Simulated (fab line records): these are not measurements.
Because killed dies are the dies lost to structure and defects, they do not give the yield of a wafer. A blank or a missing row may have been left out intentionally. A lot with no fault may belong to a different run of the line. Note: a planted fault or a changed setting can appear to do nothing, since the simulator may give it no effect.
What tool caused it? | flow nandHarc | 24 lots, 72 wafers sampled, at 6 steps of a route of 1159

## WHAT THE GAUGES SHOWED, per wafer
The record lacks any reading of a measuring or inspecting step that a usual standard deviation could be used to judge.

## WHICH TOOL RAN EACH LOT (tool, then ch and the chambers of the sampled wafers, then the start)
lot  | NHARC_A_CHANNEL_FILL_D1_ETCHBACK_08          | NHARC_A_STAIRCASE_ETCH_19                    | NHARC_A_STAIRCASE_STRIP_254         | NHARC_A_STAIRCASE_ETCH_292        | NHARC_A_STAIRCASE_ETCH_294                   | NHARC_A_STAIRCASE_ETCH_444
L075 | rieDiel-06 ch 0,1,2, day 11 06:11 or earlier | rieDiel-10 ch 1,2, day 11 06:11 or earlier   | plasmaAsher-02 ch 0,1, day 11 06:11 | rieDiel-10 ch 1,2,3, day 11 09:58 | rieDiel-10 ch 2,3, day 13 06:00 or earlier   | rieDiel-13 ch 0,1,2, day 13 06:00
L074 | rieDiel-06 ch 1,2, day 11 07:13 or earlier   | rieDiel-13 ch 0,1,2, day 11 07:13 or earlier | plasmaAsher-02 ch 0, day 11 07:13   | rieDiel-10 ch 2,3, day 11 12:18   | rieDiel-10 ch 1,2,3, day 13 11:02 or earlier | rieDiel-10 ch 0,1,3, day 13 11:02
L077 | rieDiel-07 ch 0,3, day 11 22:56 or earlier   | rieDiel-11 ch 0,1,3, day 11 22:56 or earlier | plasmaAsher-02 ch 0,1, day 11 22:56 | rieDiel-11 ch 0,3, day 12 03:55   | rieDiel-11 ch 1,2,3, day 14 01:40 or earlier | rieDiel-10 ch 0,2, day 14 01:40
L076 | rieDiel-06 ch 0,2,3, day 12 01:31 or earlier | rieDiel-10 ch 1,2,3, day 12 01:31 or earlier | plasmaAsher-02 ch 0,1, day 12 01:31 | rieDiel-10 ch 0,2,3, day 12 05:10 | rieDiel-10 ch 0,3, day 14 01:59 or earlier   | rieDiel-13 ch 0,3, day 14 01:59
L078 | rieDiel-07 ch 0,1,2, day 12 06:53 or earlier | rieDiel-11 ch 0,2,3, day 12 06:53 or earlier | plasmaAsher-01 ch 0,1, day 12 06:53 | rieDiel-11 ch 1,2,3, day 12 13:25 | rieDiel-11 ch 0,1, day 14 17:32 or earlier   | rieDiel-11 ch 1,3, day 14 17:32
L080 | rieDiel-12 ch 0,1,3, day 12 20:21 or earlier | rieDiel-10 ch 2,3, day 12 20:21 or earlier   | plasmaAsher-02 ch 0,1, day 12 20:21 | rieDiel-11 ch 0,1,3, day 12 23:55 | rieDiel-11 ch 0,3, day 15 02:44 or earlier   | rieDiel-13 ch 0,1,2, day 15 02:44
L079 | rieDiel-07 ch 0,1,2, day 12 16:44 or earlier | rieDiel-13 ch 1,2,3, day 12 16:44 or earlier | plasmaAsher-02 ch 0,1, day 12 16:44 | rieDiel-11 ch 0,3, day 12 20:35   | rieDiel-11 ch 0,2,3, day 15 02:49 or earlier | rieDiel-11 ch 1,2, day 15 02:49
L083 | rieDiel-06 ch 0,1,3, day 13 05:58 or earlier | rieDiel-10 ch 0,1,3, day 13 05:58 or earlier | plasmaAsher-01 ch 0,1, day 13 05:58 | rieDiel-11 ch 1,2,3, day 13 09:50 | rieDiel-11 ch 0,1,3, day 15 10:30 or earlier | rieDiel-13 ch 1,2,3, day 15 10:30
L082 | rieDiel-07 ch 0,1,2, day 13 05:41 or earlier | rieDiel-11 ch 0,1,3, day 13 05:41 or earlier | plasmaAsher-01 ch 0,1, day 13 05:41 | rieDiel-13 ch 2,3, day 13 09:40   | rieDiel-13 ch 0,2,3, day 15 10:23 or earlier | rieDiel-11 ch 2,3, day 15 10:23
L081 | rieDiel-06 ch 0,1,2, day 13 08:30 or earlier | rieDiel-11 ch 0,1,2, day 13 08:30 or earlier | plasmaAsher-01 ch 0,1, day 13 08:30 | rieDiel-10 ch 0,1,2, day 13 15:55 | rieDiel-10 ch 0,2,3, day 15 21:32 or earlier | rieDiel-11 ch 0,2,3, day 15 21:32
L084 | rieDiel-06 ch 1,2,3, day 13 18:08 or earlier | rieDiel-13 ch 0,2,3, day 13 18:08 or earlier | plasmaAsher-01 ch 0,1, day 13 18:08 | rieDiel-11 ch 1,2,3, day 14 03:04 | rieDiel-11 ch 1,2,3, day 16 04:08 or earlier | rieDiel-11 ch 0,2,3, day 16 04:08
L085 | rieDiel-07 ch 1,2,3, day 13 15:59 or earlier | rieDiel-11 ch 0,1, day 13 15:59 or earlier   | plasmaAsher-01 ch 0,1, day 13 15:59 | rieDiel-11 ch 0,2,3, day 13 23:02 | rieDiel-11 ch 1,2,3, day 15 21:28 or earlier | rieDiel-13 ch 1,2,3, day 15 21:28
L086 | rieDiel-06 ch 0,2,3, day 14 16:15 or earlier | rieDiel-10 ch 0,1, day 14 16:15 or earlier   | plasmaAsher-02 ch 0,1, day 14 16:15 | rieDiel-11 ch 0,2, day 14 20:23   | rieDiel-11 ch 1,3, day 16 18:22 or earlier   | rieDiel-13 ch 0,1, day 16 18:22
L088 | rieDiel-12 ch 0,1,3, day 14 13:06 or earlier | rieDiel-11 ch 0,1,3, day 14 13:06 or earlier | plasmaAsher-02 ch 0,1, day 14 13:06 | rieDiel-11 ch 0,1,3, day 14 16:52 | rieDiel-11 ch 0,2,3, day 16 18:35 or earlier | rieDiel-10 ch 0,2, day 16 18:35
L087 | rieDiel-07 ch 0,2,3, day 14 19:24 or earlier | rieDiel-13 ch 1,2, day 14 19:24 or earlier   | plasmaAsher-02 ch 0,1, day 14 19:24 | rieDiel-13 ch 1,2, day 14 23:07   | rieDiel-13 ch 1,2,3, day 16 18:53 or earlier | rieDiel-11 ch 0,1,2, day 16 18:53
L090 | rieDiel-06 ch 1,2,3, day 15 02:44 or earlier | rieDiel-11 ch 1,2,3, day 15 02:44 or earlier | plasmaAsher-02 ch 0,1, day 15 02:44 | rieDiel-11 ch 0,1,2, day 15 07:08 | rieDiel-11 ch 0,1,2, day 17 06:39 or earlier | rieDiel-11 ch 1,2,3, day 17 06:39
L089 | rieDiel-07 ch 0,1, day 15 02:55 or earlier   | rieDiel-10 ch 0,2, day 15 02:55 or earlier   | plasmaAsher-01 ch 0,1, day 15 02:55 | rieDiel-13 ch 0,1,3, day 15 07:18 | rieDiel-13 ch 0,3, day 17 06:50 or earlier   | rieDiel-13 ch 1,2, day 17 06:50
L092 | rieDiel-06 ch 0,1,2, day 15 16:29 or earlier | rieDiel-10 ch 0,3, day 15 16:29 or earlier   | plasmaAsher-01 ch 1, day 15 16:29   | rieDiel-13 ch 0,2,3, day 16 00:21 | rieDiel-13 ch 2,3, day 18 02:57 or earlier   | rieDiel-13 ch 0,1,3, day 18 02:57
L091 | rieDiel-07 ch 0,1,3, day 15 17:44 or earlier | rieDiel-10 ch 0,3, day 15 17:44 or earlier   | plasmaAsher-02 ch 0,1, day 15 17:44 | rieDiel-13 ch 0,1,3, day 16 02:22 | rieDiel-13 ch 0,1, day 18 03:08 or earlier   | rieDiel-11 ch 0,1,2, day 18 03:08
L093 | rieDiel-06 ch 1,2, day 15 23:28 or earlier   | rieDiel-13 ch 0,3, day 15 23:28 or earlier   | plasmaAsher-01 ch 0,1, day 15 23:28 | rieDiel-10 ch 2,3, day 16 07:56   | rieDiel-10 ch 0,1, day 18 07:31 or earlier   | rieDiel-10 ch 0,1,2, day 18 07:31
L094 | rieDiel-06 ch 0,1,2, day 16 22:28 or earlier | rieDiel-13 ch 0,1,3, day 16 22:28 or earlier | plasmaAsher-02 ch 0,1, day 16 22:28 | rieDiel-13 ch 0,1,3, day 17 02:04 | rieDiel-13 ch 1,2,3, day 19 05:20 or earlier | rieDiel-11 ch 1,2,3, day 19 05:20
L096 | rieDiel-07 ch 1,2,3, day 17 05:43 or earlier | rieDiel-10 ch 1,2, day 17 05:43 or earlier   | plasmaAsher-01 ch 0,1, day 17 05:43 | rieDiel-13 ch 0,1,3, day 17 09:32 | rieDiel-13 ch 0,1,2, day 19 05:04 or earlier | rieDiel-13 ch 1,2,3, day 19 05:04
L095 | rieDiel-06 ch 0,2,3, day 17 04:20 or earlier | rieDiel-13 ch 0,2, day 17 04:20 or earlier   | plasmaAsher-01 ch 0,1, day 17 04:20 | rieDiel-11 ch 0,1, day 17 08:38   | rieDiel-11 ch 0,1, day 19 05:45 or earlier   | rieDiel-10 ch 0,2, day 19 05:45
L097 | rieDiel-06 ch 1,3, day 17 16:56 or earlier   | rieDiel-11 ch 0,1, day 17 16:56 or earlier   | plasmaAsher-01 ch 0,1, day 17 16:56 | rieDiel-10 ch 1,3, day 17 20:37   | rieDiel-10 ch 2,3, day 20 01:25 or earlier   | rieDiel-11 ch 2,3, day 20 01:25
- NHARC_A_CHANNEL_FILL_D1_ETCHBACK_08: etches the open film in C4F8, target depth 220 nm, time 110 s.
- NHARC_A_STAIRCASE_ETCH_19: etches the open film in C4F8/O2, target depth 100 nm, time 40.5 s.
- NHARC_A_STAIRCASE_STRIP_254: strips in O2.
- NHARC_A_STAIRCASE_ETCH_292: etches the open film in CF4/CHF3.
- NHARC_A_STAIRCASE_ETCH_294: etches the open film in C4F8/O2/Ar, target depth 4992 nm, time 1212.4 s.
- NHARC_A_STAIRCASE_ETCH_444: etches the open film in C4F8/O2, target depth 10200 nm, time 3400 s.

## AS READ BY THE TOOLS THEMSELVES (means over the sampled wafers that have a number; for cases with no such wafer, the mark the record gives instead)
NHARC_A_CHANNEL_FILL_D1_ETCHBACK_08.
lot  | tool       | oesProductAu (a.u.) | rfVppV (V)
L075 | rieDiel-06 | 0.93                | 441.7
L074 | rieDiel-06 | 0.93                | 444.8
L077 | rieDiel-07 | 0.99                | 441.4
L076 | rieDiel-06 | 0.92                | 440.3
L078 | rieDiel-07 | 1.01                | 440.6
L080 | rieDiel-12 | 0.99                | 441.2
L079 | rieDiel-07 | 1.00                | 440.9
L083 | rieDiel-06 | 1.00                | 440.0
L082 | rieDiel-07 | 0.97                | 439.8
L081 | rieDiel-06 | 1.00                | 442.1
L084 | rieDiel-06 | 0.93                | 442.5
L085 | rieDiel-07 | 0.96                | 442.0
L086 | rieDiel-06 | 0.93                | 441.5
L088 | rieDiel-12 | 0.99                | 441.7
L087 | rieDiel-07 | 0.94                | 441.4
L090 | rieDiel-06 | 0.93                | 442.9
L089 | rieDiel-07 | 0.96                | 440.7
L092 | rieDiel-06 | 0.96                | 442.0
L091 | rieDiel-07 | 1.01                | 442.3
L093 | rieDiel-06 | 1.00                | 444.1
L094 | rieDiel-06 | 0.92                | 442.5
L096 | rieDiel-07 | 0.93                | 441.8
L095 | rieDiel-06 | 0.92                | 440.6
L097 | rieDiel-06 | 0.93                | 440.5

NHARC_A_STAIRCASE_ETCH_19.
lot  | tool       | oesProductAu (a.u.) | rfVppV (V)
L075 | rieDiel-10 | 0.935               | 890
L074 | rieDiel-13 | 0.960               | 893
L077 | rieDiel-11 | 0.935               | 894
L076 | rieDiel-10 | 0.953               | 892
L078 | rieDiel-11 | 0.936               | 897
L080 | rieDiel-10 | 0.943               | 897
L079 | rieDiel-13 | 0.954               | 895
L083 | rieDiel-10 | 0.931               | 896
L082 | rieDiel-11 | 0.933               | 893
L081 | rieDiel-11 | 0.921               | 894
L084 | rieDiel-13 | 0.951               | 899
L085 | rieDiel-11 | 0.931               | 895
L086 | rieDiel-10 | 0.942               | 892
L088 | rieDiel-11 | 0.934               | 893
L087 | rieDiel-13 | 0.919               | 895
L090 | rieDiel-11 | 0.944               | 893
L089 | rieDiel-10 | 0.952               | 899
L092 | rieDiel-10 | 0.946               | 902
L091 | rieDiel-10 | 0.931               | 902
L093 | rieDiel-13 | 0.950               | 900
L094 | rieDiel-13 | 0.953               | 895
L096 | rieDiel-10 | 0.934               | 896
L095 | rieDiel-13 | 0.949               | 903
L097 | rieDiel-11 | 0.939               | 893

NHARC_A_STAIRCASE_STRIP_254.
lot  | tool           | drypumpMotorCurrentA (A) | heaterPowerW (W)
L075 | plasmaAsher-02 | 5.83                     | 326
L074 | plasmaAsher-02 | 5.29                     | 340
L077 | plasmaAsher-02 | 5.57                     | 336
L076 | plasmaAsher-02 | 5.53                     | 334
L078 | plasmaAsher-01 | 5.65                     | 330
L080 | plasmaAsher-02 | 5.57                     | 331
L079 | plasmaAsher-02 | 5.56                     | 332
L083 | plasmaAsher-01 | 5.59                     | 305
L082 | plasmaAsher-01 | 5.57                     | 306
L081 | plasmaAsher-01 | 5.60                     | 307
L084 | plasmaAsher-01 | 5.59                     | 306
L085 | plasmaAsher-01 | 5.68                     | 333
L086 | plasmaAsher-02 | 5.82                     | 325
L088 | plasmaAsher-02 | 5.84                     | 321
L087 | plasmaAsher-02 | 5.84                     | 323
L090 | plasmaAsher-02 | 5.83                     | 321
L089 | plasmaAsher-01 | 5.61                     | 303
L092 | plasmaAsher-01 | 5.74                     | 356
L091 | plasmaAsher-02 | 5.55                     | 332
L093 | plasmaAsher-01 | 5.59                     | 305
L094 | plasmaAsher-02 | 5.56                     | 329
L096 | plasmaAsher-01 | 5.59                     | 305
L095 | plasmaAsher-01 | 5.59                     | 302
L097 | plasmaAsher-01 | 5.67                     | 326

NHARC_A_STAIRCASE_ETCH_292.
lot  | tool       | cf4FlowSccm (sccm) | drypumpMotorCurrentA (A) | oesProductAu (a.u.) | rfVppV (V) | showerheadPlenumPTorr (Torr) | throttleValvePct (%)
L075 | rieDiel-10 | 100.12             | 6.0                      | 0.944               | 369.2      | 1.54                         | 16.797
L074 | rieDiel-10 | 99.67              | 5.7                      | 0.969               | 370.1      | 1.56                         | 16.807
L077 | rieDiel-11 | 99.95              | 6.0                      | 0.950               | 370.7      | 1.58                         | 16.799
L076 | rieDiel-10 | 100.01             | 5.9                      | 0.942               | 371.3      | 1.60                         | 16.795
L078 | rieDiel-11 | 99.71              | 5.9                      | 0.921               | 369.5      | 1.54                         | 16.801
L080 | rieDiel-11 | 100.05             | 5.7                      | 0.948               | 369.8      | 1.54                         | 16.798
L079 | rieDiel-11 | 100.46             | 5.9                      | 0.925               | 370.4      | 1.56                         | 16.806
L083 | rieDiel-11 | 99.87              | 5.9                      | 0.909               | 370.3      | 1.54                         | 16.801
L082 | rieDiel-13 | 100.06             | 5.1                      | 0.958               | 369.3      | 1.54                         | 16.800
L081 | rieDiel-10 | 100.31             | 6.1                      | 0.966               | 368.8      | 1.54                         | 16.817
L084 | rieDiel-11 | 100.04             | 5.9                      | 0.938               | 369.8      | 1.54                         | 16.797
L085 | rieDiel-11 | 100.02             | 6.2                      | 0.969               | 370.2      | 1.58                         | 16.796
L086 | rieDiel-11 | 99.93              | 6.2                      | 0.960               | 371.8      | 1.59                         | 16.805
L088 | rieDiel-11 | 99.88              | 5.7                      | 0.962               | 370.2      | 1.54                         | 16.800
L087 | rieDiel-13 | 99.82              | 5.5                      | 0.922               | 370.2      | 1.57                         | 16.801
L090 | rieDiel-11 | 99.86              | 5.9                      | 0.961               | 369.0      | 1.55                         | 16.803
L089 | rieDiel-13 | 100.01             | 5.3                      | 0.931               | 370.4      | 1.57                         | 16.812
L092 | rieDiel-13 | 100.02             | 5.2                      | 0.937               | 371.0      | 1.60                         | 16.803
L091 | rieDiel-13 | 100.16             | 5.2                      | 0.935               | 370.8      | 1.57                         | 16.794
L093 | rieDiel-10 | 100.00             | 5.9                      | 0.990               | 371.5      | 1.58                         | 16.801
L094 | rieDiel-13 | 100.02             | 5.3                      | 0.931               | 370.7      | 1.56                         | 16.807
L096 | rieDiel-13 | 100.07             | 5.3                      | 0.936               | 369.9      | 1.56                         | 16.800
L095 | rieDiel-11 | 100.50             | 5.5                      | 0.980               | 368.4      | 1.51                         | 16.808
L097 | rieDiel-10 | 100.01             | 6.1                      | 0.961               | 372.8      | 1.63                         | 16.801

NHARC_A_STAIRCASE_ETCH_294.
lot  | tool       | oesProductAu (a.u.) | rfVppV (V)
L075 | rieDiel-10 | 0.928               | 1824
L074 | rieDiel-10 | 0.935               | 1820
L077 | rieDiel-11 | 0.916               | 1822
L076 | rieDiel-10 | 0.926               | 1836
L078 | rieDiel-11 | 0.918               | 1818
L080 | rieDiel-11 | 0.943               | 1826
L079 | rieDiel-11 | 0.928               | 1828
L083 | rieDiel-11 | 0.923               | 1821
L082 | rieDiel-13 | 0.944               | 1833
L081 | rieDiel-10 | 0.937               | 1831
L084 | rieDiel-11 | 0.927               | 1821
L085 | rieDiel-11 | 0.934               | 1821
L086 | rieDiel-11 | 0.942               | 1815
L088 | rieDiel-11 | 0.929               | 1826
L087 | rieDiel-13 | 0.930               | 1823
L090 | rieDiel-11 | 0.940               | 1822
L089 | rieDiel-13 | 0.944               | 1823
L092 | rieDiel-13 | 0.942               | 1820
L091 | rieDiel-13 | 0.940               | 1837
L093 | rieDiel-10 | 0.928               | 1842
L094 | rieDiel-13 | 0.935               | 1822
L096 | rieDiel-13 | 0.931               | 1834
L095 | rieDiel-11 | 0.935               | 1822
L097 | rieDiel-10 | 0.952               | 1823

NHARC_A_STAIRCASE_ETCH_444.
lot  | tool       | oesProductAu (a.u.) | rfVppV (V)
L075 | rieDiel-13 | 0.960               | 811
L074 | rieDiel-10 | 0.927               | 807
L077 | rieDiel-10 | 0.924               | 806
L076 | rieDiel-13 | 0.990               | 805
L078 | rieDiel-11 | 0.926               | 803
L080 | rieDiel-13 | 0.975               | 810
L079 | rieDiel-11 | 0.916               | 805
L083 | rieDiel-13 | 0.942               | 805
L082 | rieDiel-11 | 0.934               | 806
L081 | rieDiel-11 | 0.920               | 807
L084 | rieDiel-11 | 0.921               | 807
L085 | rieDiel-13 | 0.918               | 805
L086 | rieDiel-13 | 0.939               | 808
L088 | rieDiel-10 | 0.971               | 809
L087 | rieDiel-11 | 0.954               | 806
L090 | rieDiel-11 | 0.966               | 804
L089 | rieDiel-13 | 0.923               | 808
L092 | rieDiel-13 | 0.943               | 806
L091 | rieDiel-11 | 0.957               | 805
L093 | rieDiel-10 | 0.926               | 810
L094 | rieDiel-11 | 0.923               | 804
L096 | rieDiel-13 | 0.925               | 804
L095 | rieDiel-10 | 0.945               | 805
L097 | rieDiel-11 | 0.921               | 806

## THE ANSWER, worked out from the rows above alone
Rule: the usual values come from the lots themselves. Put in order of their means at a reading, lots are off if they are a third of the lots or fewer, leave a main group of 4 or more, and stand apart from it by a gap of 3 or more times the standard deviation of the main group's means; of several such gaps the widest counts. A main group whose means are all the same, to the digits that the tables above print for the reading, isn't used. A lot without any number at a reading at which 4 lots or more have one is off too. All remaining lots with rows at the step are treated as sound. First the gauges in route order, then the tools' own readings, where a lot's mean is used as printed above. The first step at which some lot is off is used, and at that step the reading that is off furthest; a lot without a number counts as furthest.
Across all readings shown, no lot is off: no conclusion can be drawn from this.

## WHAT THE SIMULATOR PUT IN
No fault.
